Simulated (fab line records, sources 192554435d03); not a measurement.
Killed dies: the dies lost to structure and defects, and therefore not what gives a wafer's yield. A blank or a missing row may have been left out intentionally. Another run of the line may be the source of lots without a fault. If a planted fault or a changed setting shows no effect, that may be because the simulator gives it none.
Chamber matching + flow n5-finfet + N5_HKMG_FIN_NWFM_ALD_20 on ald-metal-03 has 4 sister chambers
The step deposits TiAlC, target thk 2 nm, pulse time 3 s, purge time 2 s. 14 wafers are shown with their chamber, then 6 later ones without.

WAFERS WITH THEIR CHAMBER
| wafer  | chamber | heater-power-w (W) | precursor-pulse-height-rel |
|--------|---------|--------------------|----------------------------|
| L168.3 | 3       | 541                | 1.042                      |
| L168.4 | 1       | 506                | 1.028                      |
| L168.5 | 2       | 492                | 1.017                      |
| L169.2 | 1       | 523                | 1.012                      |
| L169.3 | 2       | 497                | 1.021                      |
| L169.5 | 1       | 523                | 0.989                      |
| L170.3 | 3       | 535                | 1.012                      |
| L170.4 | 1       | 515                | 1.010                      |
| L170.6 | 2       | 500                | 1.003                      |
| L179.2 | 0       | 431                | 1.018                      |
| L179.3 | 1       | 523                | 0.995                      |
| L179.4 | 3       | 530                | 0.996                      |
| L184.1 | 0       | 417                | 1.015                      |
| L184.2 | 2       | 490                | 1.007                      |

SIGNATURES (means of the wafers above)
| reading                    | chamber 0 | chamber 1 | chamber 2 | chamber 3 | scatter within a chamber |
|----------------------------|-----------|-----------|-----------|-----------|--------------------------|
| heater-power-w             | 424.00    | 518.00    | 494.75    | 535.33    | 6.7                      |
| precursor-pulse-height-rel | 1.01650   | 1.00680   | 1.01200   | 1.01667   | 0.015                    |
Rule: for a wafer and a chamber, the distance is found by dividing, reading by reading, the gap between the wafer's reading and the chamber's mean by the reading's scatter, squaring, summing and taking the root. The wafer belongs to the nearest chamber; if the next one is less than 2 further off, it can't be placed. The scatter: take each reading less its chamber's mean, square it, sum over the shown wafers, divide by the number of wafers less the number of chambers, and take the root.

WAFERS WITHOUT THEIR CHAMBER
| wafer  | heater-power-w (W) | precursor-pulse-height-rel |
|--------|--------------------|----------------------------|
| L184.3 | 518                | 1.006                      |
| L186.1 | 432                | 1.032                      |
| L186.3 | 515                | 1.003                      |
| L189.2 | 531                | 0.992                      |
| L189.4 | 422                | 1.007                      |
| L189.6 | 506                | 1.001                      |

WHICH CHAMBER EACH ONE RAN IN
| wafer  | from the rows above     | in truth                   |
|--------|-------------------------|----------------------------|
| L184.3 | 1                       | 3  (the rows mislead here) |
| L186.1 | 0                       | 0                          |
| L186.3 | 1                       | 1                          |
| L189.2 | can't be placed: 3 or 1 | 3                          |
| L189.4 | 0                       | 0                          |
| L189.6 | can't be placed: 1 or 2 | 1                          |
3 of 6 placed correctly. Can't be placed from these rows: 2 (the true chamber is among the candidates in 2). Wrongly placed: 1.
